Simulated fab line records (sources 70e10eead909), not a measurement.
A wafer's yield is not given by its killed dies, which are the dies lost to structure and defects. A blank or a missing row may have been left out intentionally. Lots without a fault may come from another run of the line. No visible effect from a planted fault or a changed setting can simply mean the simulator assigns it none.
Struck lot and sound lot, side by side    flow nand harc    14 out of 1302 route steps
Sound: the wafers L883.1, L883.5, L883.6. Struck: wafers L893.5, L893.6. (L893.1 of the same lot was not struck and is left out.) The cause comes at the end.
For every step that has rows: the tool of each side, followed by ch and its chambers, followed by its first start. Under that, the readings that differ: sound wafers    struck wafers    difference of the means    sigmas: that difference in standard deviations of wafers without a fault.
alike: readings with means less than 2 such deviations apart, plus words and numbers identical on both sides. not compared: withheld readings, readings lacking a value on some wafer, bounds such as >300 that could conceal the same value, and numbers that have no deviation in the record and whose values overlap.
A row with sigmas, a row that says differs or no value, or rows on one side alone: a step with any of these is where the two part. When numbers do not overlap yet have no deviation, they are printed without sigmas and do not part them. A reading missing from all wafers of one side parts the sides only when that side holds two or more wafers.

NHARC_A_ZERO_WELL_INSPECT_17:
  sound on defect inspect-02, day 6 22:32; struck on defect inspect-02, day 10 23:57
  alike: raw defect count
then, 3 steps without rows for these wafers: NHARC_A_SOURCE_PLATE_PRECLEAN_00 (cleans in HF-LAST, time 60 s); NHARC_A_SOURCE_PLATE_SRD_01; NHARC_A_SOURCE_PLATE_OXIDE_02 (material SiO2, target thk 10 nm, ox time 1362 s).
NHARC_A_SOURCE_PLATE_THK_MEAS_09: measures by ellipsometry.
  sound on film metro-01, day 7 06:28; struck on film metro-01, day 11 06:02
  alike: thk nm
then, 3 steps without rows for these wafers: NHARC_A_SOURCE_PLATE_PVD_04 (deposits WSi2, target thk 50 nm); NHARC_A_SOURCE_PLATE_CVD_03 (deposits poly-Si, target thk 200 nm, time 4000 s); NHARC_A_SOURCE_PLATE_ANNEAL_05 (time 1800 s).
NHARC_A_SOURCE_PLATE_THK_MEAS_06: measures by ellipsometry.
  sound on film metro-02, day 7 19:26; struck on film metro-01, day 11 19:01
  alike: thk nm
NHARC_A_SOURCE_PLATE_INSPECT_08:
  sound on defect inspect-02, day 7 19:33; struck on defect inspect-02, day 11 19:05
  alike: raw defect count
NHARC_A_ONON_D1_DEP_00: target thk 1000 nm.
  sound on pecvd onon-03 ch 0, day 7 19:37; struck on pecvd onon-03 ch 0, day 11 19:09
NHARC_A_ONON_D1_THK_MEAS_02: measures by ellipsometry.
  sound on film metro-02, day 7 20:07; struck on film metro-02, day 11 19:39
reading      sound           struck     difference  sigmas
thk nm (nm)  1001 1001 1001  1744 1743  +742        +86
following that, 1 step holds no rows for these wafers, namely NHARC_A_ONON_D1_DEP_03 (target thickness 1000 nm).
-- record jumps: 17 days between struck wafers' starts before vs after; left off in module A_ONON_D1, resumes in module END, first step shown is number 1302 of the route --
NHARC_END_SORT_01:
  only the struck wafers appear in the record here, on prober-01 ch 0 at day 28 18:34; the sound ones have no rows

## WHERE THEY PART
At NHARC_A_ONON_D1_THK_MEAS_02 first; at NHARC_END_SORT_01 last (within this record only).

WHY: what had been put in by the simulator
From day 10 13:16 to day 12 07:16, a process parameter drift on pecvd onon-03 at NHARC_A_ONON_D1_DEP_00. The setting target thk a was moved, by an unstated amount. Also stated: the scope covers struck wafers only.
